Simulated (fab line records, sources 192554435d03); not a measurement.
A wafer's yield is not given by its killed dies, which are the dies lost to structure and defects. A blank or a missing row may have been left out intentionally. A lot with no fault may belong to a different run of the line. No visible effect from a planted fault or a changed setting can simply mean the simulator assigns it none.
fab line records | flow n5-finfet
record lots=14 wafers=42 last-day=16
route steps=1938 shown SD_EPI_P@329 ILD0@344 SDB@355
lots that met no fault: taken from a fault-free run of the same line
start-h: start of the lot's first displayed wafer, in hours after the record's first day | wait-h: hours since the lot's step before | " as in the row above | L1.1+2: a single row standing in for several wafers | - no value present, or no start provided | * or withheld: withheld | < > ~ a bound
route shown NAME@n: names a module that has steps shown in the file, with the first one's number in the route | usual: mean/standard deviation of fault-free wafers | same: alike in all rows | chamber/n: place in a boat | sites: the reading at each site | _std_site: standard deviation of those values | _edge_site: mean of outer sites minus mean of inner sites | radius-mm: how far each site lies from the wafer's centre | mask NAME#n: copy n | behind: the last tool/chamber to shape the wafer | hold: why the lot was held/for how many hours/how that ended | device: whichever transistor did not switch (one of n, p or np) | end of line: at the end of the route, the tests of the same wafers | a step without rows: its recipe alone | killed: the dies lost at the first sort to structure and to defects; this is not the yield of the wafer | map: per-die view of a wafer (x killed, . not killed, _ where there is no die)
set.NAME: the setting that was run; set.NAME@STEP: the one run at that earlier step | model.NAME: the simulator's own value behind a step, which no gauge read
the route's steps for a sample of lots (tables are steps, rows are wafers)
services: when a tool's chamber went out of use (start-h, in hours from the record's first day, below 0 if earlier), for how many hours, and the reason
## steps
# step N5_SD_EPI_P_INSPECT_26
# recipe inspect-instrument=darkfield mode=post-epi
# usual raw-defect-count=165/33
# columns lot.wafer tool chamber start-h wait-h raw-defect-count
L784.2 defect-inspect-02 - 73.59 0.0 162
L784.4 " - " " 167
L784.5 " - " " 162
L785.2 defect-inspect-01 - 78.41 0.0 132
L785.4 " - " " 133
L785.5 " - " " 131
L786.1 defect-inspect-01 - 83.67 0.0 137
L786.3 " - " " 169
L786.5 " - " " 145
L787.3 defect-inspect-01 - 89.10 0.0 148
L787.4 " - " " 162
L787.6 " - " " 99
L788.1 defect-inspect-01 - 94.21 0.0 230
L788.3 " - " " 125
L788.4 " - " " 120
L789.1 defect-inspect-02 - 102.56 0.0 189
L789.2 " - " " 165
L789.5 " - " " 127
L790.1 defect-inspect-02 - 107.04 0.0 246
L790.3 " - " " 185
L790.4 " - " " 171
L792.1 defect-inspect-02 - 121.90 0.0 187
L792.3 " - " " 136
L792.4 " - " " 169
L795.3 defect-inspect-01 - 136.92 0.0 160
L795.5 " - " " 121
L795.6 " - " " 123
L796.1 defect-inspect-01 - 142.57 0.0 103
L796.3 " - " " 154
L796.5 " - " " 131
L797.3 defect-inspect-01 - 148.94 0.0 171
L797.5 " - " " 164
L797.6 " - " " 160
L800.1 defect-inspect-01 - 166.33 0.0 210
L800.2 " - " " 179
L800.6 " - " " 250
L803.1 defect-inspect-02 - 185.02 0.0 199
L803.2 " - " " 218
L803.5 " - " " 159
L805.2 defect-inspect-01 - 196.50 0.0 194
L805.5 " - " " 131
L805.6 " - " " 186
# step N5_ILD0_CMP_12
# recipe stop-on=poly-Si material=SiNx t-overpolish-s=6 post-cmp-clean=alkaline-brush down-force-psi=2.5 platen-rpm=51.8 pad-velocity-m-s=1.0307 target-thk-nm=17.67
# usual motor-current-A=9.2/0.77 overpolish-run-s=5.999/0.0089 time-to-endpoint-s=29.4/2.5
# columns lot.wafer tool chamber start-h wait-h motor-current-A overpolish-run-s time-to-endpoint-s
L784.4 cmp-02 0 80.30 1.1 9.2 6.011 30.1
L784.2 " 1 " " 9.3 6.002 28.9
L784.5 " 1 " " 8.8 5.987 26.5
L785.4 cmp-02 3 85.17 1.2 9.7 6.000 29.7
L785.2 " 1 " " 8.6 5.997 29.8
L785.5 " 2 " " 7.4 6.001 29.0
L786.1 cmp-03 0 90.40 1.2 8.6 6.008 24.4
L786.3 " 1 " " 10.4 6.011 24.8
L786.5 " 0 " " 8.8 5.977 26.5
L787.4 cmp-02 0 96.06 1.2 9.6 5.979 27.7
L787.3 " 2 " " 7.6 6.017 29.1
L787.6 " 3 " " 9.7 5.999 31.4
L788.3 cmp-01 3 101.34 1.1 8.6 6.003 32.5
L788.1 " 0 " " 9.7 5.989 29.0
L788.4 " 1 " " 8.8 6.004 31.6
L789.1 cmp-01 2 109.41 1.2 10.1 5.984 34.3
L789.2 " 0 " " 9.8 6.004 31.6
L789.5 " 1 " " 9.2 6.003 31.0
L790.1 cmp-02 0 114.20 1.1 9.0 5.994 31.8
L790.3 " 1 " " 8.5 5.994 32.2
L790.4 " 3 " " 10.5 6.009 28.7
L792.1 cmp-01 3 128.61 1.1 8.6 5.991 33.6
L792.4 " 1 " " 8.9 6.001 29.7
L792.3 " 2 " " 9.6 6.000 32.8
L795.3 cmp-02 1 143.79 1.2 9.3 6.026 31.4
L795.6 " 2 " " 8.1 5.993 32.7
L795.5 " 3 " " 10.1 5.995 32.3
L796.1 cmp-02 2 149.46 1.1 8.0 5.989 31.9
L796.3 " 3 " " 9.7 5.997 33.2
L796.5 " 3 " " 9.7 5.996 34.9
L797.3 cmp-02 1 155.75 1.2 8.7 6.003 29.8
L797.5 " 2 " " 7.8 5.988 26.3
L797.6 " 3 " " 9.8 6.002 32.3
L800.1 cmp-01 3 173.30 1.2 8.6 5.994 26.6
L800.2 " 0 " " 9.7 5.991 27.2
L800.6 " 1 " " 9.3 6.008 27.2
L803.2 cmp-02 1 192.15 1.2 9.0 6.014 27.7
L803.1 " 2 " " 7.6 6.016 26.0
L803.5 " 1 " " 8.9 6.005 26.6
L805.2 cmp-01 1 203.55 1.1 9.0 5.991 27.9
L805.5 " 1 " " 9.1 5.990 28.7
L805.6 " 2 " " 10.1 5.998 28.2
# step N5_SDB_DEVELOP_10
# recipe develop-time-s=30 developer=TMAH resist=CAR-ArF rinse-liquid=diw dry=air-spin dev-temp-c=23
# usual chill-plate-temp-C=22.97/0.1 develop-time-s=30/0
# columns lot.wafer tool chamber start-h wait-h chill-plate-temp-C develop-time-s
L784.2 litho-track-01 0 80.92 - 22.96 30
L784.4 " 0 " " 22.96 30
L784.5 " 0 " " 22.97 30
L785.2 litho-track-03 0 85.76 - 23.01 30
L785.4 " 0 " " 23.18 30
L785.5 " 0 " " 23.07 30
L786.1 litho-track-03 0 91.11 - 23.04 30
L786.3 " 0 " " 22.73 30
L786.5 " 0 " " 22.94 30
L787.3 litho-track-01 0 96.68 - 22.84 30
L787.4 " 0 " " 22.92 30
L787.6 " 0 " " 22.83 30
L788.1 litho-track-02 0 102.09 - 23.07 30
L788.3 " 0 " " 23.00 30
L788.4 " 0 " " 23.01 30
L789.1 litho-track-02 0 110.00 - 22.70 30
L789.2 " 0 " " 22.94 30
L789.5 " 0 " " 22.89 30
L790.1 litho-track-02 0 114.98 - 22.79 30
L790.3 " 0 " " 22.92 30
L790.4 " 0 " " 22.92 30
L792.1 litho-track-03 0 129.24 - 23.07 30
L792.3 " 0 " " 22.87 30
L792.4 " 0 " " 22.93 30
L795.3 litho-track-02 0 144.46 - 23.25 30
L795.5 " 0 " " 23.13 30
L795.6 " 0 " " 23.18 30
L796.1 litho-track-01 0 150.08 - 22.98 30
L796.3 " 0 " " 22.92 30
L796.5 " 0 " " 23.00 30
L797.3 litho-track-02 0 156.39 - 22.84 30
L797.5 " 0 " " 23.01 30
L797.6 " 0 " " 22.84 30
L800.1 litho-track-03 0 173.85 - 23.12 30
L800.2 " 0 " " 22.99 30
L800.6 " 0 " " 23.04 30
L803.1 litho-track-01 - 192.89 - - -
L803.2 " - " " - -
L803.5 " - " " - -
L805.2 litho-track-03 - 204.30 - - -
L805.5 " - " " - -
L805.6 " - " " - -
# step N5_SDB_OVL_MEAS_12
# recipe points-per-wafer=44
# usual SDB_OVL=0.2/0.85
# columns lot.wafer tool chamber start-h wait-h SDB_OVL[nm]
L784.2 overlay-02 0 81.01 0.0 -0.6
L784.4 " 0 " " 0.6
L784.5 " 0 " " 0.7
L785.2 overlay-01 0 85.84 0.0 1.6
L785.4 " 0 " " 1.0
L785.5 " 0 " " -0.8
L786.1 overlay-01 0 91.20 0.0 0.4
L786.3 " 0 " " -0.2
L786.5 " 0 " " 0.0
L787.3 overlay-02 0 96.77 0.0 0.3
L787.4 " 0 " " 1.2
L787.6 " 0 " " 0.3
L788.1 overlay-02 0 102.18 0.0 -0.4
L788.3 " 0 " " 0.7
L788.4 " 0 " " 0.6
L789.1 overlay-02 0 110.09 0.0 -1.0
L789.2 " 0 " " 0.1
L789.5 " 0 " " -0.7
L790.1 overlay-02 0 115.07 0.0 1.5
L790.3 " 0 " " 1.1
L790.4 " 0 " " -2.2
L792.1 overlay-02 0 129.32 0.0 0.9
L792.3 " 0 " " 1.4
L792.4 " 0 " " 0.8
L795.3 overlay-01 0 144.55 0.0 -1.3
L795.5 " 0 " " 0.4
L795.6 " 0 " " 0.7
L796.1 overlay-02 0 150.17 0.0 0.1
L796.3 " 0 " " 0.3
L796.5 " 0 " " -0.2
L797.3 overlay-01 0 156.47 0.0 0.5
L797.5 " 0 " " -0.5
L797.6 " 0 " " 0.3
L800.1 overlay-01 0 173.94 0.0 -0.4
L800.2 " 0 " " 1.2
L800.6 " 0 " " 0.8
L803.1 overlay-02 0 192.98 0.0 -
L803.2 " 0 " " -
L803.5 " 0 " " -
L805.2 overlay-02 0 204.39 0.0 -
L805.5 " 0 " " -
L805.6 " 0 " " -
## services
# columns tool chamber start-h hours kind
cmp-03 - 59.58 1.1 repair
cmp-03 - 68.29 3.6 pm
cmp-03 - 85.84 4.0 pm
cmp-02 - 87.05 4.0 pm
cmp-03 - 89.84 - consumable-replace:conditioner
cmp-03 - 89.84 - consumable-replace:pad
cmp-02 - 91.05 - consumable-replace:conditioner
cmp-02 - 91.05 - consumable-replace:pad
cmp-03 - 125.10 0.6 repair
cmp-03 - 143.16 0.8 repair
cmp-01 - 144.48 7.2 repair
cmp-02 - 152.35 3.2 pm
cmp-02 - 170.30 4.3 repair
litho-track-02 - 180.95 - consumable-replace:filter
cmp-01 - 181.22 2.8 repair
cmp-02 - 190.68 1.4 repair
## key
first-sign step=N5_SDB_DEVELOP_10 reading=tool-record direction=missing
effect none on later readings
met-at N5_SDB_DEVELOP_10
struck-lots L803,L805
later-rows-left-out L803.1,L803.2,L803.5,L805.2,L805.5,L805.6
sort-left-out L803.1,L803.2,L803.5,L805.2,L805.5,L805.6
not-acting-at N5_SD_EPI_P_INSPECT_26,N5_ILD0_CMP_12,N5_SDB_OVL_MEAS_12
onset-between 173.85 192.89
fault kind=skipped-step-whole tool=litho-track-01,litho-track-03 chamber=- onset-h=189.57 steps=N5_SDB_DEVELOP_10 scope=struck-lots-only
# sort-left-out: the simulated sort isn't trusted on such a fault, so these wafers' sort isn't shown, and their yield isn't known
# later-rows-left-out: the simulator's readings of these wafers behind a module that went badly wrong aren't trusted and aren't shown, but for the sort
